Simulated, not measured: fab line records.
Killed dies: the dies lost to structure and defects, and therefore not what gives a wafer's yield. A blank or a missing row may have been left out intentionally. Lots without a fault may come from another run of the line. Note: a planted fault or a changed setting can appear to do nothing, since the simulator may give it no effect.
Chamber matching || flow nandHarc || pecvd-01 running NHARC_P_M0_PRE_CLEAN_31: 3 sister chambers
The step time 12 s. 24 wafers are shown with their chamber, then 12 later ones without.

EACH WAFER AND ITS CHAMBER
{"wafer": "L076.4", "chamber": 0, "heaterPowerW (W)": 591}
{"wafer": "L076.5", "chamber": 2, "heaterPowerW (W)": 622}
{"wafer": "L076.6", "chamber": 1, "heaterPowerW (W)": 645}
{"wafer": "L078.1", "chamber": 1, "heaterPowerW (W)": 625}
{"wafer": "L078.5", "chamber": 1, "heaterPowerW (W)": 648}
{"wafer": "L078.6", "chamber": 0, "heaterPowerW (W)": 528}
{"wafer": "L077.1", "chamber": 1, "heaterPowerW (W)": 652}
{"wafer": "L077.4", "chamber": 1, "heaterPowerW (W)": 667}
{"wafer": "L077.6", "chamber": 2, "heaterPowerW (W)": 559}
{"wafer": "L079.1", "chamber": 2, "heaterPowerW (W)": 594}
{"wafer": "L079.2", "chamber": 1, "heaterPowerW (W)": 617}
{"wafer": "L079.6", "chamber": 1, "heaterPowerW (W)": 615}
{"wafer": "L080.1", "chamber": 0, "heaterPowerW (W)": 581}
{"wafer": "L080.3", "chamber": 1, "heaterPowerW (W)": 562}
{"wafer": "L080.5", "chamber": 1, "heaterPowerW (W)": 548}
{"wafer": "L082.1", "chamber": 1, "heaterPowerW (W)": 613}
{"wafer": "L082.4", "chamber": 1, "heaterPowerW (W)": 605}
{"wafer": "L082.6", "chamber": 2, "heaterPowerW (W)": 611}
{"wafer": "L083.1", "chamber": 2, "heaterPowerW (W)": 549}
{"wafer": "L083.2", "chamber": 1, "heaterPowerW (W)": 623}
{"wafer": "L083.6", "chamber": 1, "heaterPowerW (W)": 614}
{"wafer": "L084.2", "chamber": 2, "heaterPowerW (W)": 593}
{"wafer": "L084.4", "chamber": 2, "heaterPowerW (W)": 603}
{"wafer": "L084.6", "chamber": 2, "heaterPowerW (W)": 583}

SIGNATURES (averages over the wafers above)
{"reading": "heaterPowerW", "chamber 0": 566.67, "chamber 1": 618.00, "chamber 2": 589.25, "scatter within a chamber": 31}
Rule: a wafer's distance from a chamber is the root of the sum, over the readings, of the square of ((its reading less the chamber's mean) divided by the reading's scatter). If the next closest chamber is less than 2 further off than the closest, the wafer can't be placed; otherwise it belongs to the closest. How the scatter is found: for the shown wafers, subtract from each reading the mean of its chamber, square and add these, divide the total by (wafers less chambers), then take the root.

WAFERS WITHOUT THEIR CHAMBER
{"wafer": "L085.1", "heaterPowerW (W)": 557}
{"wafer": "L085.2", "heaterPowerW (W)": 576}
{"wafer": "L085.3", "heaterPowerW (W)": 661}
{"wafer": "L087.1", "heaterPowerW (W)": 633}
{"wafer": "L087.4", "heaterPowerW (W)": 640}
{"wafer": "L087.6", "heaterPowerW (W)": 520}
{"wafer": "L090.1", "heaterPowerW (W)": 675}
{"wafer": "L090.3", "heaterPowerW (W)": 573}
{"wafer": "L090.6", "heaterPowerW (W)": 635}
{"wafer": "L096.1", "heaterPowerW (W)": 635}
{"wafer": "L096.2", "heaterPowerW (W)": 631}
{"wafer": "L096.6", "heaterPowerW (W)": 608}

EACH ONE'S CHAMBER
{"wafer": "L085.1", "from the rows above": "can't be placed: 0 or 2 or 1", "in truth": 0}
{"wafer": "L085.2", "from the rows above": "can't be placed: 0 or 2 or 1", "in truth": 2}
{"wafer": "L085.3", "from the rows above": "can't be placed: 1 or 2 or 0", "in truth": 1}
{"wafer": "L087.1", "from the rows above": "can't be placed: 1 or 2 or 0", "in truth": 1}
{"wafer": "L087.4", "from the rows above": "can't be placed: 1 or 2 or 0", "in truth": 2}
{"wafer": "L087.6", "from the rows above": "can't be placed: 0 or 2 or 1", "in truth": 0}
{"wafer": "L090.1", "from the rows above": "can't be placed: 1 or 2 or 0", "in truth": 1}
{"wafer": "L090.3", "from the rows above": "can't be placed: 0 or 2 or 1", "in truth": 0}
{"wafer": "L090.6", "from the rows above": "can't be placed: 1 or 2 or 0", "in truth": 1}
{"wafer": "L096.1", "from the rows above": "can't be placed: 1 or 2 or 0", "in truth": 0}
{"wafer": "L096.2", "from the rows above": "can't be placed: 1 or 2 or 0", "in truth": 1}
{"wafer": "L096.6", "from the rows above": "can't be placed: 1 or 2 or 0", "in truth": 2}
Correct placement for 0 of the 12. From these rows, 12 cannot be placed; in 12 the true chamber is one of the candidates. Number placed wrongly: 0.
